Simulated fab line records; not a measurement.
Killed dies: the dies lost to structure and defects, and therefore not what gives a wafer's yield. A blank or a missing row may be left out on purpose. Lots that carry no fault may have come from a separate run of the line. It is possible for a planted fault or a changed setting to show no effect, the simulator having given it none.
Split-lot study || flow n5Finfet || 21 wafers read from 7 lots, route of 1938 steps

== THE SPLIT ITSELF ==
At N5_BEOL_M1_ALD_98 (deposits SiO2, target thk 2.5 nm, pulse time 1 s, co reactant pulse time 1 s), the setting aldCycles was moved away from the recipe's 17 on 7 of the 21 wafers read, by -11.8% to +11.8%. For the rest of the wafers, this setting stayed at what the recipe calls for.

The reading comes from the split's own step.

== THE READING ==
SiO2_of_BEOL_M1_ALD_98.thkNm (the simulator's own value, which no gauge read), in nm, at N5_BEOL_M1_ALD_98 (deposits SiO2, target thk 2.5 nm, pulse time 1 s, co reactant pulse time 1 s). The file gives no usual value for it. Across the 14 wafers here that went through the recipe, the average is 2.5 nm and the standard deviation 0.1 nm.

{"wafer": "L077.2", "tool, chamber at the split": "aldSin-03, 2", "aldCycles as run": 19, "against the recipe": "+11.8%", "SiO2_of_BEOL_M1_ALD_98.thkNm, nm": 2.8, "against lot-mates on the recipe": "+0.3"}
{"wafer": "L077.5", "tool, chamber at the split": "aldSin-03, 3", "aldCycles as run": 17, "against the recipe": "recipe", "SiO2_of_BEOL_M1_ALD_98.thkNm, nm": 2.4, "against lot-mates on the recipe": "-"}
{"wafer": "L077.6", "tool, chamber at the split": "aldSin-03, 2", "aldCycles as run": 17, "against the recipe": "recipe", "SiO2_of_BEOL_M1_ALD_98.thkNm, nm": 2.6, "against lot-mates on the recipe": "-"}
{"wafer": "L080.2", "tool, chamber at the split": "aldSin-03, 3,1", "aldCycles as run": 17, "against the recipe": "recipe", "SiO2_of_BEOL_M1_ALD_98.thkNm, nm": 2.4, "against lot-mates on the recipe": "-"}
{"wafer": "L080.3", "tool, chamber at the split": "aldSin-03, 3,1", "aldCycles as run": 17, "against the recipe": "recipe", "SiO2_of_BEOL_M1_ALD_98.thkNm, nm": 2.4, "against lot-mates on the recipe": "-"}
{"wafer": "L080.5", "tool, chamber at the split": "aldSin-03, 1", "aldCycles as run": 19, "against the recipe": "+11.8%", "SiO2_of_BEOL_M1_ALD_98.thkNm, nm": 2.8, "against lot-mates on the recipe": "+0.4"}
{"wafer": "L083.1", "tool, chamber at the split": "aldSin-01, 3", "aldCycles as run": 17, "against the recipe": "recipe", "SiO2_of_BEOL_M1_ALD_98.thkNm, nm": 2.4, "against lot-mates on the recipe": "-"}
{"wafer": "L083.2", "tool, chamber at the split": "aldSin-01, 2", "aldCycles as run": 17, "against the recipe": "recipe", "SiO2_of_BEOL_M1_ALD_98.thkNm, nm": 2.6, "against lot-mates on the recipe": "-"}
{"wafer": "L083.6", "tool, chamber at the split": "aldSin-01, 1", "aldCycles as run": 15, "against the recipe": "-11.8%", "SiO2_of_BEOL_M1_ALD_98.thkNm, nm": 2.2, "against lot-mates on the recipe": -0.3}
{"wafer": "L087.2", "tool, chamber at the split": "aldSin-01, 1", "aldCycles as run": 16, "against the recipe": "-5.9%", "SiO2_of_BEOL_M1_ALD_98.thkNm, nm": 2.4, "against lot-mates on the recipe": "+0.0"}
{"wafer": "L087.6", "tool, chamber at the split": "aldSin-01, 1", "aldCycles as run": 16, "against the recipe": "-5.9%", "SiO2_of_BEOL_M1_ALD_98.thkNm, nm": 2.4, "against lot-mates on the recipe": "+0.0"}
{"wafer": "L087.3", "tool, chamber at the split": "aldSin-01, 0", "aldCycles as run": 17, "against the recipe": "recipe", "SiO2_of_BEOL_M1_ALD_98.thkNm, nm": 2.4, "against lot-mates on the recipe": "-"}
{"wafer": "L088.3", "tool, chamber at the split": "aldSin-01, 1", "aldCycles as run": 17, "against the recipe": "recipe", "SiO2_of_BEOL_M1_ALD_98.thkNm, nm": 2.6, "against lot-mates on the recipe": "-"}
{"wafer": "L088.4", "tool, chamber at the split": "aldSin-01, 3,1", "aldCycles as run": 15, "against the recipe": "-11.8%", "SiO2_of_BEOL_M1_ALD_98.thkNm, nm": 2.2, "against lot-mates on the recipe": -0.4}
{"wafer": "L088.5", "tool, chamber at the split": "aldSin-01, 3,1", "aldCycles as run": 15, "against the recipe": "-11.8%", "SiO2_of_BEOL_M1_ALD_98.thkNm, nm": 2.2, "against lot-mates on the recipe": -0.4}
{"wafer": "L093.2", "tool, chamber at the split": "aldSin-03, 3,2", "aldCycles as run": 17, "against the recipe": "recipe", "SiO2_of_BEOL_M1_ALD_98.thkNm, nm": 2.4, "against lot-mates on the recipe": "-"}
{"wafer": "L093.6", "tool, chamber at the split": "aldSin-03, 3,2", "aldCycles as run": 17, "against the recipe": "recipe", "SiO2_of_BEOL_M1_ALD_98.thkNm, nm": 2.4, "against lot-mates on the recipe": "-"}
{"wafer": "L093.4", "tool, chamber at the split": "aldSin-03, 0", "aldCycles as run": 17, "against the recipe": "recipe", "SiO2_of_BEOL_M1_ALD_98.thkNm, nm": 2.6, "against lot-mates on the recipe": "-"}
{"wafer": "L095.2", "tool, chamber at the split": "aldSin-02, 2,1,3", "aldCycles as run": 17, "against the recipe": "recipe", "SiO2_of_BEOL_M1_ALD_98.thkNm, nm": 2.6, "against lot-mates on the recipe": "-"}
{"wafer": "L095.4", "tool, chamber at the split": "aldSin-02, 2,1,3", "aldCycles as run": 17, "against the recipe": "recipe", "SiO2_of_BEOL_M1_ALD_98.thkNm, nm": 2.6, "against lot-mates on the recipe": "-"}
{"wafer": "L095.5", "tool, chamber at the split": "aldSin-02, 2,1,3", "aldCycles as run": 17, "against the recipe": "recipe", "SiO2_of_BEOL_M1_ALD_98.thkNm, nm": 2.6, "against lot-mates on the recipe": "-"}
Where a row lists several chambers, the file gives one row for several wafers and doesn't say which wafer went through which chamber.

FIT RESULTS
A straight line over all 21 wafers: SiO2_of_BEOL_M1_ALD_98.thkNm changes by +0.0249 nm for each +1% of aldCycles; r = +0.87; the points scatter about the line by 0.087 nm.
The same after taking each lot's own level away (the mean of its wafers on the recipe; 21 wafers): +0.0282 nm for each +1%; r = +0.90; scatter 0.084 nm.
On that fit, the largest move of aldCycles shifts the reading by 0.33 nm.
From 2.40 to 2.60 nm: that is the span of the lots' own levels, equal to 2.0 times the standard deviation above.
So the slope is not independent of the lot-to-lot level: the two fits are not the same.
Check: with one of the wafers moved furthest among these (+11.8%) left out of the fit, the line predicts +0.361 nm for it against its lot-mates. Against them it came out at +0.3 nm.

== FURTHER SPLITS ON THESE WAFERS ==
Other splits were also applied to these wafers ahead of the reading. Each is held against what the fit with the lots' levels taken away leaves over:
{"other split on the same wafers": "N5_MOL_CONTACT_COAG_COAT_64 spinRpm", "wafers away from the commonest value": 9, "r with SiO2_of_BEOL_M1_ALD_98.thkNm (lot level and that fit taken away)": -0.30}
{"other split on the same wafers": "N5_BEOL_M0_SAQP_PEB_12 pebTimeS", "wafers away from the commonest value": 9, "r with SiO2_of_BEOL_M1_ALD_98.thkNm (lot level and that fit taken away)": -0.14}
{"other split on the same wafers": "N5_BEOL_M0_SAQP_DEVELOP_13 developTimeS", "wafers away from the commonest value": 6, "r with SiO2_of_BEOL_M1_ALD_98.thkNm (lot level and that fit taken away)": "+0.15"}
{"other split on the same wafers": "N5_BEOL_M0_CUTY_COAT_50 spinRpm", "wafers away from the commonest value": 10, "r with SiO2_of_BEOL_M1_ALD_98.thkNm (lot level and that fit taken away)": -0.24}
{"other split on the same wafers": "N5_BEOL_M0_ETCH_128 sourceW", "wafers away from the commonest value": 8, "r with SiO2_of_BEOL_M1_ALD_98.thkNm (lot level and that fit taken away)": -0.27}
{"other split on the same wafers": "N5_BEOL_M0_TRENCH_ETCH_107 targetDepthA", "wafers away from the commonest value": 7, "r with SiO2_of_BEOL_M1_ALD_98.thkNm (lot level and that fit taken away)": -0.14}
{"other split on the same wafers": "N5_BEOL_M1_COAT_22 spinRpm", "wafers away from the commonest value": 2, "r with SiO2_of_BEOL_M1_ALD_98.thkNm (lot level and that fit taken away)": -0.10}

== THE FILE'S OWN FIT ==
SiO2_of_BEOL_M1_ALD_98.thkNm changes by +0.028 nm for each +1% of aldCycles, r = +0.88.
